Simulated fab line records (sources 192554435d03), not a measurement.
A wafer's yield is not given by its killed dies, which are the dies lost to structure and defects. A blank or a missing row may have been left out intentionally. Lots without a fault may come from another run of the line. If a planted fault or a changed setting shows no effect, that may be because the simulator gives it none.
Which of the tools did it? -- flow n5Finfet -- 11 lots with 33 wafers sampled at 2 steps, on a route of 1938 steps

WHAT THE GAUGES READ, wafer by wafer
N5_BEOL_M15_OVL_MEAS_11. Usual: V14_OVL gives 1 nm (standard deviation 5.2).
lot,measured,on,V14_OVL (nm),flag
L205,day 12 13:15,overlay-01,6 1 8,
L207,day 12 20:50,overlay-01,4 5 3,
L209,day 13 11:03,overlay-02,-5 0 -4,
L210,day 13 17:50,overlay-01,3 4 0,
L211,day 13 23:21,overlay-02,1 5 3,
L213,day 14 11:08,overlay-02,-2 -2 6,
L218,day 15 09:04,overlay-01,-13 -7 -15,
L221,day 15 21:43,overlay-01,3 3 7,
L223,day 16 16:05,overlay-02,2 10 11,
L225,day 17 03:46,overlay-01,-4 -1 4,
L226,day 18 10:26,overlay-02,3 -2 4,

N5_BEOL_M15_INSPECT_12: inspects for defects (macro). Usual: rawDefectCount at 1.9, with a standard deviation of 1.4.
lot,measured,on,rawDefectCount,flag
L205,day 12 13:17,defectInspect-01,2 5 2,
L207,day 12 20:52,defectInspect-02,0 0 4,
L209,day 13 11:04,defectInspect-01,1 5 3,
L210,day 13 17:52,defectInspect-02,0 3 1,
L211,day 13 23:22,defectInspect-01,1 1 2,
L213,day 14 11:10,defectInspect-02,1 1 1,
L218,day 15 09:05,defectInspect-02,1 3 2,
L221,day 15 21:44,defectInspect-01,1 2 1,
L223,day 16 16:07,defectInspect-01,0 0 0,
L225,day 17 03:48,defectInspect-01,2 3 3,
L226,day 18 10:27,defectInspect-01,1 4 1,

TOOL THAT RAN EACH LOT (tool first, then ch and the chambers of the sampled wafers, then the start)
There is no process step in the record ahead of these readings.

WHAT THE TOOLS THEMSELVES READ (means of the sampled wafers that have a number; where no wafer has one, the mark that the record gives instead)
The record holds no such reading with a usual standard deviation.

THE ANSWER, worked out from the rows above alone
Rule: a lot is off if the mean of its wafers that have a number lies more than 3 standard deviations from the usual mean. Also off: a lot with no number at a reading for which 4 or more lots have one. All remaining lots with rows at the step are treated as sound. The gauges are gone through in route order, then the tools' own readings, and for those a lot's mean is taken as printed above. The first step at which some lot is off is used, and at that step the reading that is off furthest; a lot without a number counts as furthest.
None of the lots is off at any reading shown; this tells nothing.

WHAT THE SIMULATOR HAD INSERTED
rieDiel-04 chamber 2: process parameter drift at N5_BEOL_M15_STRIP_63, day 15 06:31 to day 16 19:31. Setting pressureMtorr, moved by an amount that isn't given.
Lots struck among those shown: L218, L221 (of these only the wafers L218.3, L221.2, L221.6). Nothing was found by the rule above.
